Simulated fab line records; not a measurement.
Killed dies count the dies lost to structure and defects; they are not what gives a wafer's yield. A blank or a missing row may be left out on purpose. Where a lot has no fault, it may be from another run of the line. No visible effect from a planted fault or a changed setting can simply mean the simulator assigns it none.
What tool caused it? -- flow nandHarc -- 6 lots with 18 wafers sampled at 5 steps, on a route of 1302 steps

WHAT EACH GAUGE READ, for each wafer
NHARC_END_SORT_01.
lot,measured,on,defectLimitedYield (%)
L115,day 29 14:08,prober-01,87.9 89.8 88.8
L124,day 33 18:46,prober-02,90.5 87.4 87.4

TOOL THAT RAN EACH LOT (tool first, then ch and the chambers of the sampled wafers, then the start)
lot,NHARC_P_M0_CMP_23,NHARC_P_M1_ETCH_35,NHARC_P_M1_ETCH_15,NHARC_P_M1_DEGAS_29
L104,"cmp-04 ch 0,3, day 6 18:28","rieDiel-10 ch 1,2, day 6 20:47","rieDiel-10 ch 0,3, day 6 21:44 or earlier","pvdSputter-02, day 6 21:44"
L106,"cmp-03 ch 0,2,3, day 7 10:04","rieDiel-12 ch 1,2,3, day 7 12:13","rieDiel-12 ch 0,2,3, day 7 13:08 or earlier","pvdSputter-01, day 7 13:08"
L115,"cmp-04 ch 1,2,3, day 11 07:56","rieDiel-12 ch 0,1,2, day 11 09:55","rieDiel-12 ch 0,2,3, day 11 10:55 or earlier","pvdSputter-01, day 11 10:55"
L122,"cmp-02 ch 0,1,3, day 14 08:25","rieDiel-11 ch 0,2,3, day 14 10:26","rieDiel-11 ch 0,1,3, day 14 11:22 or earlier","pvdSputter-01, day 14 11:22"
L124,"cmp-02 ch 0,1,2, day 15 06:25","rieDiel-10 ch 0,2,3, day 15 08:31","rieDiel-10 ch 0,3, day 15 09:27 or earlier","pvdSputter-01, day 15 09:27"
L126,"cmp-04 ch 0,1,3, day 15 15:39","rieDiel-10 ch 1,2,3, day 15 17:47","rieDiel-10 ch 0,1,2, day 15 18:43 or earlier","pvdSputter-02, day 15 18:43"
- NHARC_P_M0_CMP_23: polishes, t overpolish 20 s, target thk 117.54 nm.
- NHARC_P_M1_ETCH_35: etches the open film in N2/H2, target depth 40 nm, overetch 12 nm, time 43.94 s.
- NHARC_P_M1_ETCH_15: etches the open film in C4F8/Ar, target depth 182.5 nm, time 91.2 s.
- NHARC_P_M1_DEGAS_29: time 60 s.

THE ANSWER, worked out from the rows above alone
Rule: usual is defined by the lots themselves. Put in order of their means at a reading, lots are off if they are a third of the lots or fewer, leave a main group of 4 or more, and stand apart from it by a gap of 3 or more times the standard deviation of the main group's means; of several such gaps the widest counts. A main group is skipped when, at the precision printed for the reading in the tables above, its means are all equal. A lot without any number at a reading at which 4 lots or more have one is off too. All remaining lots with rows at the step are treated as sound.
No lot is off on any of the readings shown, so nothing can be concluded from this.

WHAT THE SIMULATOR HAD PUT IN
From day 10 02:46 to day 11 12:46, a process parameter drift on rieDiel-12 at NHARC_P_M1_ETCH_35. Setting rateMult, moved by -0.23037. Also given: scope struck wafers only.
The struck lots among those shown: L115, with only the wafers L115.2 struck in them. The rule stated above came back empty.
